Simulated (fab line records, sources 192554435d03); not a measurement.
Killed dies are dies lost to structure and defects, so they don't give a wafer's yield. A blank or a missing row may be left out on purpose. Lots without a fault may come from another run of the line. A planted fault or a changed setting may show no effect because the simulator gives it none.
Split-lot experiment | flow n5_finfet | 7 lots, 39 wafers read, on a route of 1938 steps

THE SPLIT
At N5_HKMG_FIN_EXPOSE_09 (exposes mask NWFM), the setting dose_mj was moved away from the recipe's 39.25 on 9 of the 39 wafers read, by -6.9% to +2.8%. The other wafers ran this setting at the recipe's value.

FROM THE SPLIT TO THE READING: what the file shows between them, 2 steps
- N5_HKMG_FIN_PEB_10: peb time 60 s
- N5_HKMG_FIN_DEVELOP_11: develop time 30 s

THE READING
cd_nm, in nm, at N5_HKMG_FIN_CD_MEAS_12 (target cd 92.8 nm). Fault-free wafers of this fab line usually give 92.6 nm, standard deviation 0.56 nm.

wafer  | tool, chamber at the split | dose_mj as run | against the recipe | cd_nm, nm | against lot-mates on the recipe
L078.1 | arfi_scanner-01, 0         | 39.25          | recipe             | 92.9      | -
L078.2 | arfi_scanner-01, 0         | 39.25          | recipe             | 92.4      | -
L078.3 | arfi_scanner-01, 0         | 39.25          | recipe             | 93.4      | -
L078.4 | arfi_scanner-01, 0         | 39.25          | recipe             | 93.2      | -
L078.5 | arfi_scanner-01, 0         | 39.25          | recipe             | 91.9      | -
L078.6 | arfi_scanner-01, 0         | 39.25          | recipe             | 92.7      | -
L084.1 | arfi_scanner-02, 0         | 40.29          | +2.6%              | 94.2      | +1.6
L084.2 | arfi_scanner-02, 0         | 39.25          | recipe             | 92.6      | -
L084.3 | arfi_scanner-02, 0         | 40.29          | +2.6%              | 94.2      | +1.6
L084.4 | arfi_scanner-02, 0         | 39.25          | recipe             | 92.4      | -
L084.5 | arfi_scanner-02, 0         | 39.25          | recipe             | 92.9      | -
L084.6 | arfi_scanner-02, 0         | 40.29          | +2.6%              | 94.9      | +2.3
L085.1 | arfi_scanner-03, 0         | 39.25          | recipe             | 92.5      | -
L085.2 | arfi_scanner-03, 0         | 39.25          | recipe             | 92.9      | -
L085.3 | arfi_scanner-03, 0         | 39.25          | recipe             | 93.2      | -
L085.4 | arfi_scanner-03, 0         | 39.25          | recipe             | 92.9      | -
L085.5 | arfi_scanner-03, 0         | 39.25          | recipe             | 93.5      | -
L085.6 | arfi_scanner-03, 0         | 39.25          | recipe             | 93.2      | -
L089.1 | arfi_scanner-02, 0         | 39.25          | recipe             | 93.5      | -
L089.2 | arfi_scanner-02, 0         | 39.25          | recipe             | 93.4      | -
L089.3 | arfi_scanner-02, 0         | 36.53          | -6.9%              | 88.2      | -5.1
L089.4 | arfi_scanner-02, 0         | 36.53          | -6.9%              | 88.2      | -5.1
L089.5 | arfi_scanner-02, 0         | 39.25          | recipe             | 92.9      | -
L089.6 | arfi_scanner-02, 0         | 36.53          | -6.9%              | 88.2      | -5.1
L090.1 | arfi_scanner-03, 0         | 39.25          | recipe             | 92.7      | -
L090.2 | arfi_scanner-03, 0         | 39.25          | recipe             | 91.7      | -
L090.3 | arfi_scanner-03, 0         | 39.25          | recipe             | 92.6      | -
L090.4 | arfi_scanner-03, 0         | 39.25          | recipe             | 92.0      | -
L090.5 | arfi_scanner-03, 0         | 39.25          | recipe             | 91.8      | -
L090.6 | arfi_scanner-03, 0         | 39.25          | recipe             | 92.1      | -
L091.1 | arfi_scanner-02, 0         | 40.35          | +2.8%              | 93.9      | +1.8
L091.2 | arfi_scanner-02, 0         | 40.35          | +2.8%              | 93.4      | +1.3
L091.3 | arfi_scanner-02, 0         | 39.25          | recipe             | 92.2      | -
L091.4 | arfi_scanner-02, 0         | 39.25          | recipe             | 92.2      | -
L091.5 | arfi_scanner-02, 0         | 39.25          | recipe             | 92.0      | -
L091.6 | arfi_scanner-02, 0         | 40.35          | +2.8%              | 93.6      | +1.5
L092.1 | arfi_scanner-02, 0         | 39.25          | recipe             | 92.8      | -
L092.3 | arfi_scanner-02, 0         | 39.25          | recipe             | 92.8      | -
L092.6 | arfi_scanner-02, 0         | 39.25          | recipe             | 93.3      | -

THE FIT
A straight line over all 39 wafers: cd_nm changes by +0.608 nm for each +1% of dose_mj; r = +0.93; the points scatter about the line by 0.53 nm.
The same after taking each lot's own level away (the mean of its wafers on the recipe; 39 wafers): +0.7 nm for each +1%; r = +0.98; scatter 0.35 nm.
On that fit, the largest move of dose_mj shifts the reading by 4.8 nm.
The lots' own levels span 92.13 to 93.27 nm, that is 2.0 times the standard deviation above.
So the lot-to-lot level changes the slope: the two fits differ.
Check: with one of the wafers moved furthest among these (-6.9%) left out of the fit, the line predicts -4.84 nm for it against its lot-mates. It came out at -5.07 nm against them.

OTHER SPLITS ON THESE WAFERS
These wafers also went through other splits before the reading. Each is held against what the fit with the lots' levels taken away leaves over:
other split on the same wafers               | wafers away from the commonest value | r with cd_nm (lot level and that fit taken away)
N5_WELL_APT_IMPLANT_31 energy_kev            | 12                                   | -0.08
N5_PMOS_HMC_CHANNEL_EPI_FIN_RECESS_16 time_s | 12                                   | +0.04
N5_DUMMY_GATE_ETCH_37 source_w               | 6                                    | -0.19
N5_SD_EPI_P_ETCH_16 target_depth_a           | 9                                    | +0.14

THE FILE'S OWN FIT
cd_nm changes by +0.704 nm for each +1% of dose_mj, r = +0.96.
